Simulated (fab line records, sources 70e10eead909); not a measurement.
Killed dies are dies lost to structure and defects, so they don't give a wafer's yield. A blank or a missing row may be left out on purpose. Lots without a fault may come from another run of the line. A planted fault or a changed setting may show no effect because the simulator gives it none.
Which tool did it? | flow nand_harc | 7 lots, 21 wafers sampled, at 5 steps of a route of 1302

WHAT THE GAUGES READ, wafer by wafer
NHARC_A_M0_THK_MEAS_24: measures by xrf.
lot  | measured     | on            | thk_nm (nm)
L987 | day 23 05:31 | film_metro-01 | 115.0 114.4 109.6
L995 | day 26 01:07 | film_metro-02 | 29.7 29.0 29.9
L999 | day 28 01:32 | film_metro-02 | 113.1 115.3 112.3
L100 | day 28 20:59 | film_metro-02 | 113.4 113.0 114.1
L105 | day 30 17:11 | film_metro-02 | 115.9 115.9 112.8
L107 | day 31 09:18 | film_metro-02 | 116.0 114.9 112.3
L109 | day 32 12:52 | film_metro-02 | 112.0 114.2 113.3

WHICH TOOL RAN EACH LOT (tool, then ch and the chambers of the sampled wafers, then the start)
lot  | NHARC_A_CONTACT_ALD_18              | NHARC_A_M0_DEGAS_28          | NHARC_A_M0_ECD_22              | NHARC_A_M0_CMP_23
L987 | ald_metal-04 ch 0,3, day 22 21:00   | pvd_sputter-02, day 23 04:05 | ecd_cu-02 ch 0,1, day 23 04:31 | cmp-01 ch 0,1,3, day 23 05:11
L995 | ald_metal-01 ch 2,3, day 25 16:35   | pvd_sputter-01, day 25 23:43 | ecd_cu-01 ch 0,1, day 26 00:05 | cmp-03 ch 0,2, day 26 00:50
L999 | ald_metal-01 ch 2,3, day 27 16:35   | pvd_sputter-03, day 27 23:50 | ecd_cu-02 ch 0,1, day 28 00:15 | cmp-03 ch 0,2,3, day 28 01:17
L100 | ald_metal-01 ch 1,2,3, day 28 12:40 | pvd_sputter-03, day 28 19:36 | ecd_cu-01 ch 0,1, day 28 20:03 | cmp-02 ch 0,1, day 28 20:40
L105 | ald_metal-03 ch 0,1,3, day 30 08:31 | pvd_sputter-01, day 30 15:48 | ecd_cu-02 ch 0,1, day 30 16:11 | cmp-02 ch 0,2,3, day 30 16:55
L107 | ald_metal-03 ch 1,2, day 31 00:40   | pvd_sputter-03, day 31 07:54 | ecd_cu-02 ch 0,1, day 31 08:22 | cmp-03 ch 2,3, day 31 09:01
L109 | ald_metal-04 ch 1,2,3, day 32 04:10 | pvd_sputter-03, day 32 11:29 | ecd_cu-02 ch 0,1, day 32 11:54 | cmp-03 ch 0,2,3, day 32 12:34
- NHARC_A_CONTACT_ALD_18: deposits TiN, target thk 3 nm, pulse time 1 s, ald cycles 150.
- NHARC_A_M0_DEGAS_28: time 60 s.
- NHARC_A_M0_ECD_22: material Cu, target thk 400 nm.
- NHARC_A_M0_CMP_23: polishes, t overpolish 20 s, target thk 113.75 nm.

THE ANSWER, worked out from the rows above alone
Rule: what is usual is taken from the lots themselves. Put in order of their means at a reading, lots are off if they are a third of the lots or fewer, leave a main group of 4 or more, and stand apart from it by a gap of 3 or more times the standard deviation of the main group's means; of several such gaps the widest counts. A main group whose means are all the same, to the digits that the tables above print for the reading, isn't used. A lot without any number at a reading at which 4 lots or more have one is off too. The other lots that the step has rows for count as sound.
Off: L995, at NHARC_A_M0_THK_MEAS_24 (thk_nm). The main group: mean 113.8 nm, standard deviation 0.67.
A tool fits if, at a process step before that reading, it ran every lot that is off, and no sound lot after the first of them. The gauges at NHARC_A_M0_THK_MEAS_24 are tried like those tools. None of those tried fits.

WHAT THE SIMULATOR HAD PUT IN
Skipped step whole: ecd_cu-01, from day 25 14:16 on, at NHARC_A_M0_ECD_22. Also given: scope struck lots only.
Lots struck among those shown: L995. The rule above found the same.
